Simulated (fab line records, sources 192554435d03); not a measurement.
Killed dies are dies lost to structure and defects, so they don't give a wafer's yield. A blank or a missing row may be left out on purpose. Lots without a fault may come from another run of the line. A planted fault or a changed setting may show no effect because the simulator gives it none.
Chamber matching | flow n5_finfet | N5_BEOL_M5_DEP_56 on pecvd-01: 3 sister chambers
The step deposits SiCN from 3MS/NH3, target thk 8 nm, time 14 s. 6 wafers are shown with their chamber, then 11 later ones without.

WAFERS WITH THEIR CHAMBER
wafer  | chamber | throttle_valve_pct (%) | showerhead_plenum_p_Torr (Torr)
L086.4 | 0       | 9.2                    | 3.652
L089.6 | 2       | 9.0                    | 3.663
L091.2 | 2       | 8.9                    | 3.664
L091.3 | 0       | 9.2                    | 3.661
L091.5 | 1       | 10.2                   | 3.687
L092.2 | 1       | 10.6                   | 3.689

WAFERS WITHOUT THEIR CHAMBER
wafer  | throttle_valve_pct (%) | showerhead_plenum_p_Torr (Torr)
L092.4 | 10.7                   | 3.684
L092.5 | 8.9                    | 3.659
L093.1 | 9.0                    | 3.666
L093.5 | 10.3                   | 3.686
L093.6 | 9.0                    | 3.654
L094.2 | 9.1                    | 3.664
L094.4 | 8.9                    | 3.669
L094.6 | 10.7                   | 3.687
L097.2 | 8.9                    | 3.648
L097.3 | 9.2                    | 3.645
L097.4 | 8.7                    | 3.670

WHICH CHAMBER EACH WENT THROUGH
wafer  | from the rows above     | in truth
L092.4 | 1                       | 1
L092.5 | can't be placed: 2 or 0 | 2
L093.1 | 2                       | 2
L093.5 | 1                       | 1
L093.6 | can't be placed: 0 or 2 | 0
L094.2 | can't be placed: 2 or 0 | 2
L094.4 | 2                       | 2
L094.6 | 1                       | 1
L097.2 | can't be placed: 0 or 2 | 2
L097.3 | 0                       | 0
L097.4 | 2                       | 2
Placed correctly: 7 of 11. Can't be placed from these rows: 4 (the true chamber is among the candidates in 4). Placed wrongly: 0.
How it was worked out, from the rows above alone: a wafer's distance from a chamber is the root of the sum, over the readings, of the square of ((its reading less the chamber's mean) divided by the reading's scatter). The wafer belongs to the nearest chamber; if the next one is less than 2 further off, it can't be placed. A chamber's mean is the mean of its shown wafers. The scatter: the root of (the sum of the squares of (reading less its chamber's mean) over the shown wafers, divided by (wafers less chambers)).
